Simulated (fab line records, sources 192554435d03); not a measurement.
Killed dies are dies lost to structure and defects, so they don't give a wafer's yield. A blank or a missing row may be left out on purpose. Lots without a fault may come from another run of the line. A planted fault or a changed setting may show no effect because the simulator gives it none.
Split-lot experiment | flow n5_finfet | 7 lots, 21 wafers read, on a route of 1938 steps

THE SPLIT
At N5_BEOL_M2_TRENCH_ETCH_37 (etches SiOC in C4F6/O2, target depth 55.555 nm, time 29.2 s), the setting source_w was moved away from the recipe's 355 W on 10 of the 21 wafers read, by -17.9% to +11.6%. The other wafers ran this setting at the recipe's value.

FROM THE SPLIT TO THE READING: what the file shows between them, 7 steps
- N5_BEOL_M2_ETCH_41: etches SiCN in CH3F/O2, target depth 29.9 nm, time 52.5 s
- N5_BEOL_M2_STRIP_97: strips in N2/H2, time 10 s
- N5_BEOL_M2_OCD_MEAS_38
- N5_BEOL_M2_HM_STRIP_39: strips TiN in peroxide tin strip, target depth 25 nm, time 158 s
- N5_BEOL_M2_SRD_40: time 30 s
- N5_BEOL_M2_ANNEAL_51: time 90 s
- N5_BEOL_M2_CMP_52: polishes, stops on SiOC, t overpolish 6.8 s, target thk 40 nm

THE READING
M2_THK, in nm, at N5_BEOL_M2_THK_MEAS_53 (measures by xrf). Fault-free wafers of this fab line usually give 39.6 nm, standard deviation 1.4 nm.

wafer  | tool, chamber at the split | source_w as run, W | against the recipe | M2_THK, nm | against lot-mates on the recipe
L076.1 | rie_diel-01, 1             | 291.3              | -17.9%             | 36.6       | -3.7
L076.3 | rie_diel-01, 0             | 291.3              | -17.9%             | 35.5       | -4.8
L076.6 | rie_diel-01, 2             | 355                | recipe             | 40.3       | -
L075.1 | rie_diel-04, 2             | 355                | recipe             | 39.4       | -
L075.2 | rie_diel-04, 0             | 355                | recipe             | 40.3       | -
L075.3 | rie_diel-04, 3             | 301                | -15.2%             | 35.7       | -4.1
L080.1 | rie_diel-03, 0             | 311.4              | -12.3%             | 35.2       | -3.8
L080.2 | rie_diel-03, 2             | 355                | recipe             | 39.0       | -
L080.4 | rie_diel-03, 3             | 311.4              | -12.3%             | 37.5       | -1.5
L082.1 | rie_diel-04, 1             | 355                | recipe             | 37.8       | -
L082.3 | rie_diel-04, 2             | 327.8              | -7.7%              | 38.7       | +0.9
L082.5 | rie_diel-04, 0             | 327.8              | -7.7%              | 37.1       | -0.7
L088.3 | rie_diel-03, 1             | 355                | recipe             | 40.3       | -
L088.4 | rie_diel-03, 2             | 396.2              | +11.6%             | 41.7       | +1.0
L088.6 | rie_diel-03, 0             | 355                | recipe             | 41.2       | -
L094.2 | rie_diel-04, 3             | 355                | recipe             | 39.9       | -
L094.4 | rie_diel-04, 2             | 355                | recipe             | 40.1       | -
L094.6 | rie_diel-04, 1             | 355                | recipe             | 39.9       | -
L096.2 | rie_diel-04, 1             | 326.2              | -8.1%              | 38.2       | -2.4
L096.4 | rie_diel-04, 0             | 355                | recipe             | 40.6       | -
L096.6 | rie_diel-04, 3             | 326.2              | -8.1%              | 38.0       | -2.6

THE FIT
A straight line over all 21 wafers: M2_THK changes by +0.228 nm for each +1% of source_w; r = +0.89; the points scatter about the line by 0.89 nm.
The same after taking each lot's own level away (the mean of its wafers on the recipe; 21 wafers): +0.206 nm for each +1%; r = +0.87; scatter 0.92 nm.
On that fit, the largest move of source_w shifts the reading by 3.7 nm.
The lots' own levels span 37.80 to 40.75 nm, that is 2.1 times the standard deviation above.
So the lot-to-lot level changes the slope: the two fits differ.
Check: with one of the wafers moved furthest among these (-17.9%) left out of the fit, the line predicts -3.82 nm for it against its lot-mates. It came out at -3.7 nm against them.
Tool readings at the split's step, against how far the setting was moved: rf_vpp_V r = -0.89.

OTHER SPLITS ON THESE WAFERS
These wafers also went through other splits before the reading. Each is held against what the fit with the lots' levels taken away leaves over:
other split on the same wafers            | wafers away from the commonest value | r with M2_THK (lot level and that fit taken away)
N5_MOL_CONTACT_COAG_VIA_ETCH_117 bias_w   | 7                                    | +0.09
N5_BEOL_M0_SAQP_EXPOSE_11 dose_mj         | 10                                   | -0.05
N5_BEOL_M0_SAQP_DEVELOP_13 develop_time_s | 10                                   | +0.24
N5_BEOL_M0_CUTY_EXPOSE_54 dose_mj         | 6                                    | -0.10
N5_BEOL_M1_EXPOSE_08 dose_mj              | 5                                    | -0.14
N5_BEOL_M1_ETCH_64 bias_w                 | 7                                    | -0.09
N5_BEOL_M2_ETCH_69 bias_w                 | 9                                    | +0.56

THE WHOLE CHAIN: every reading that the file lists as answering this split, in the file's order
step                      | what it does                                                | reading                                                                   | change (the file's fit)               | r (the file's)
N5_BEOL_M2_TRENCH_ETCH_37 | etches SiOC in C4F6/O2, target depth 55.555 nm, time 29.2 s | rf_vpp_V                                                                  | -4.03 V for each +1% of the setting   | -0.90
N5_BEOL_M2_TRENCH_ETCH_37 | etches SiOC in C4F6/O2, target depth 55.555 nm, time 29.2 s | etch.depth_nm (the simulator's own value, which no gauge read)            | +0.223 nm for each +1% of the setting | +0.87
N5_BEOL_M2_TRENCH_ETCH_37 | etches SiOC in C4F6/O2, target depth 55.555 nm, time 29.2 s | BEOL_M2.feature_depth_nm (the simulator's own value, which no gauge read) | +0.22 nm for each +1% of the setting  | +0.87
N5_BEOL_M2_OCD_MEAS_38    |                                                             | trench_depth_nm                                                           | +0.236 nm for each +1% of the setting | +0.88
N5_BEOL_M2_THK_MEAS_53    | measures by xrf                                             | M2_THK                                                                    | +0.211 for each +1% of the setting    | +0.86

THE FILE'S OWN FIT
M2_THK changes by +0.211 nm for each +1% of source_w, r = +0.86.
